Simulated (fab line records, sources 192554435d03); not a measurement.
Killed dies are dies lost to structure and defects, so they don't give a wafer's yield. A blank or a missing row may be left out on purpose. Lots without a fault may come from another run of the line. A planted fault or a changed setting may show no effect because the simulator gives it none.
Problem report in the 8D (eight disciplines) form, filled by code | flow n5_finfet | the parts of the form that need people (team, actions taken, sign-off) are left out

1. THE PROBLEM
killed_at_contacts at N5_PASSIVATION_PROBE_49 reads a mean of 1097 on 3 wafers of 3 lots; wafers without a fault read 12 with a standard deviation of 6.3. That is +99 or more standard deviations from the usual mean.
First seen on wafer L520.6, day 16 09:37, on prober-01. The record holds 10 wafers of 4 lots with a number at this step. Rule for "out", or "out of limits": more than 4 standard deviations from the usual mean. The other wafers with a number count as sound.

2. WHAT IT IS AND WHAT IT IS NOT
question                    | is                                                                                                                     | is not
which readings at this step | killed_at_contacts, defect_limited_yield, killed_dies, killed_on_rim, sort_bin_5_function, sort_n_pass, sort_yield_pct | killed_at_M0_to_M3, killed_at_M4_up, killed_at_front_end, killed_at_other, killed_open, killed_short, sort_bin_6_memory
which lots                  | L520, L521, L523                                                                                                       | L511
which wafers of those lots  | L520.6, L521.1, L523.1                                                                                                 | L520.2, L520.4, L521.2, L523.2
read on which tools         | prober-01, prober-02                                                                                                   | -
when                        | from day 16 09:37                                                                                                      | up to then (5 sound wafers); but 2 sound wafers of L521, L523 came after

3. SUSPECTS, AND WHAT RULES EACH OUT
Counting: a tool at a process step up to the reading stays a suspect if it ran every lot that is out. Sound lots after the first of them don't rule it out here, since some wafers of a struck lot are sound.
- ald_sin-04 at N5_MOL_CONTACT_COAG_ALD_133 (deposits SiO2, target thk 5 nm, pulse time 1 s, co reactant pulse time 1 s): kept. It ran every lot that is out, first L520 (day 7 14:19); its last sound lot up to then is L511 (day 5 09:31).
Left after counting: ald_sin-04 at N5_MOL_CONTACT_COAG_ALD_133.

4. THE CAUSE (what the simulator had put in)
Process parameter drift: ald_sin-04, from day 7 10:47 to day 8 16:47, at N5_MOL_CONTACT_COAG_ALD_133. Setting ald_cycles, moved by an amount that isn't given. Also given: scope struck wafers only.
Counting left only this tool.

5. THE CHAIN OF EFFECTS, in route order
Each row: a reading whose mean over the struck wafers that have a number lies more than 3 standard deviations from the usual. Only readings for which the record gives a usual standard deviation are gone through. hours: the time from each lot's start at the first step in this table that gives one to its start at this step, as a median over the lots. sigmas: the change in usual standard deviations.
hours | step                    | reading              | usual  | on struck wafers | change | sigmas
0     | N5_PASSIVATION_PROBE_49 | defect_limited_yield | 91.5 % | 0.0              | -91.5  | -70
0     | N5_PASSIVATION_PROBE_49 | killed_at_contacts   | 12     | 1097             | +1085  | +99 or more
0     | N5_PASSIVATION_PROBE_49 | killed_dies          | 100    | 1180             | +1080  | +72
0     | N5_PASSIVATION_PROBE_49 | killed_on_rim        | 13     | 152              | +139   | +35
0     | N5_PASSIVATION_PROBE_49 | sort_bin_5_function  | 5.0 %  | 96.4             | +91.4  | +99 or more
0     | N5_PASSIVATION_PROBE_49 | sort_n_pass          | 1080   | 0                | -1080  | -72
0     | N5_PASSIVATION_PROBE_49 | sort_yield_pct       | 91.5 % | 0.0              | -91.5  | -70
The process steps in it:
- N5_PASSIVATION_PROBE_49

6. WHAT WOULD HAVE CAUGHT IT SOONER
In this record the first reading out of limits was taken at day 16 09:37, 215 hours after the fault began at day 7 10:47.
Of the tool readings at N5_MOL_CONTACT_COAG_ALD_133 for which the record gives a usual standard deviation, none was out on any struck wafer, so an alarm limit of 4 standard deviations on them would not have fired.
All the lots that are out (3) had begun N5_MOL_CONTACT_COAG_ALD_133 on ald_sin-04 by day 16 09:37. A hold on the tool at that time would have spared none of them.
